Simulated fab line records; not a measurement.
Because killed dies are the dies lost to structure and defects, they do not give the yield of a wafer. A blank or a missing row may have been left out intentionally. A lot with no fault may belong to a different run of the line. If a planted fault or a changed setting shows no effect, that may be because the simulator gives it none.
Comparing a struck lot with a sound one | flow n5-finfet | 39 steps out of a route of 1938
Sound: wafers L960.1, L960.5, L960.6. Wafers L953.2, L953.4, L953.6 were the ones struck. Last of all comes the cause.
Order at every step that has rows: each side's tool, ch and its chambers, its first start. Under that, the readings that differ: sound wafers | struck wafers | difference of the means | sigmas: that difference in standard deviations of wafers without a fault.
alike: a reading whose means differ by less than 2 such deviations, as well as words and numbers matching on both sides. not compared: withheld readings; readings where some wafer has no value; bounds like >300 that might hide an equal value; numbers whose values overlap and for which the record gives no deviation.
A row with sigmas, a row that says differs or no value, or rows on one side alone: a step with any of these is where the two part. When numbers do not overlap yet have no deviation, they are printed without sigmas and do not part them. Lack of a reading on every wafer of one side parts them only where that side has two or more wafers.

first, 9 steps without rows for these wafers: N5_BEOL_M4_ANNEAL_95 (time 240 s); N5_BEOL_M4_SPUTTER_96 (material Cu, target thk 4.5 nm, time 8.29 s); N5_BEOL_M4_ECD_50 (material Cu, target thk 300 nm); N5_BEOL_M4_ANNEAL_51 (time 90 s); N5_BEOL_M4_CMP_52 (polishes, stops on SiOC, t overpolish 6.8 s, target thk 40 nm); N5_BEOL_M4_PRE_CLEAN_60 (time 15 s); N5_BEOL_M4_CO_CAP_55 (material Co, precursor CCTBA/H2, target thk 2 nm, time 102.1 s); N5_BEOL_M4_PRE_CLEAN_56 (time 15 s); N5_BEOL_M4_DEP_57 (deposits SiCN from 3MS/NH3, target thk 8 nm, time 14 s).
N5_BEOL_M4_RC_MEAS_101:
  sound on prober-02 ch 0, day 13 06:49; struck on prober-01 ch 0, day 12 14:52
  alike: DIBL_N, DIBL_P, IOFF_N, IOFF_P, ION_N, ION_P, SS_N, SS_P, VT_N, VT_P
then, 24 steps without rows for these wafers: N5_BEOL_M5_ILD_DEP_00 (deposits SiCOH lowk from DEMS/porogen, target thk 140.64 nm, time 25.9 s); N5_BEOL_M5_CURE_79 (cures SiCOH lowk, time 240 s); N5_BEOL_M5_PECVD_70 (deposits SiO2 from TEOS/O2, target thk 16 nm, time 18 s); N5_BEOL_M5_HM_DEP_02 (deposits TiN, target thk 20 nm); N5_BEOL_M5_COAT_59 (time 60 s, resist thk 60 nm); N5_BEOL_M5_COAT_60 (time 60 s, resist thk 12 nm); N5_BEOL_M5_COAT_71 (time 60 s, resist thk 5 nm); N5_BEOL_M5_COAT_05 (resist thk 30 nm); N5_BEOL_M5_EBR_07; N5_BEOL_M5_SOFTBAKE_06 (time 60 s); N5_BEOL_M5_EXPOSE_08 (exposes mask M5, target cd 28 nm); N5_BEOL_M5_PEB_09 (peb time 60 s); N5_BEOL_M5_DEVELOP_10 (develop time 30 s); N5_BEOL_M5_DESCUM_16 (chemistry O2, time 7 s); N5_BEOL_M5_ETCH_72 (etches underlayer in N2/H2, target depth 6.5 nm, time 5.2 s); N5_BEOL_M5_ETCH_61 (etches SiARC in CF4, target depth 15.6 nm, time 26 s); N5_BEOL_M5_ETCH_62 (etches SOC in N2/H2, target depth 75 nm, overetch 15 nm, time 112.5 s); N5_BEOL_M5_STRIP_63 (strips in N2/H2); N5_BEOL_M5_STRIP_73 (strips in N2/H2); N5_BEOL_M5_STRIP_64 (strips in CF4); N5_BEOL_M5_HM_OPEN_17 (chemistry Cl2/BCl3, target TiN, target depth 20 nm, overetch 6 nm); N5_BEOL_M5_STRIP_19 (strips in O2); N5_BEOL_M5_COAT_65 (time 60 s, resist thk 60 nm); N5_BEOL_M5_COAT_66 (time 60 s, resist thk 12 nm).
N5_BEOL_M9_ILD_DEP_00: deposits SiCOH lowk from DEMS/porogen, target thk 308.51 nm, time 58 s.
  sound on pecvd-03 ch 0,1, day 14 16:38; struck on pecvd-02 ch 0,1,2, day 14 08:14
  alike: heater-power-w, rf-fwd-power-W, showerhead-plenum-p-Torr, throttle-valve-pct
N5_BEOL_M9_CURE_71: cures SiCOH lowk, time 240 s.
  sound on uv-cure-02 ch 1, day 14 16:43; struck on uv-cure-01 ch 1, day 14 08:24
  reading                                            | sound             | struck          | difference | sigmas
  model.SiCOH_lowk_of_BEOL_M9_ILD_DEP_00.thk-nm (nm) | 269.8 275.8 274.2 | 536 548.8 551.2 | +272       |
  alike: lamp-power-pct, wafer_temp_C_max
N5_BEOL_M9_THK_MEAS_01:
  sound on film-metro-01 at day 14 17:13; struck on film-metro-01 at day 14 08:50
  reading         | sound       | struck      | difference | sigmas
  M9_ILD_THK (nm) | 270 276 274 | 536 549 551 | +272       | +74
N5_BEOL_M9_CMP_52: polishes, stops on SiCOH lowk, t overpolish 7 s, target thk 140 nm.
  sound on cmp-03 ch 1,2,3, day 15 02:11; struck on cmp-02 ch 0,2, day 14 15:53
  reading                                            | sound             | struck          | difference | sigmas
  model.SiCOH_lowk_of_BEOL_M9_ILD_DEP_00.thk-nm (nm) | 266.8 272.8 271.2 | 533 545.8 548.2 | +272       |
  alike: barrier-field-endpoint-s, clearing-platen-down-force-psi, motor-current-A, overpolish-run-s, time-to-endpoint-s
-- a jump in the record: the struck wafers' starts before and after are 3 days apart (it breaks off in module BEOL_M9 and resumes in module PASSIVATION, where the first step shown is number 1936 of the route) --
N5_PASSIVATION_PROBE_49:
  only the struck wafers here have rows in the record (prober-02, day 17 12:37); the sound ones have none

== WHERE THEY PART ==
Earliest at N5_BEOL_M9_THK_MEAS_01; latest, in this record, at N5_PASSIVATION_PROBE_49.

WHY: the cause the simulator had injected
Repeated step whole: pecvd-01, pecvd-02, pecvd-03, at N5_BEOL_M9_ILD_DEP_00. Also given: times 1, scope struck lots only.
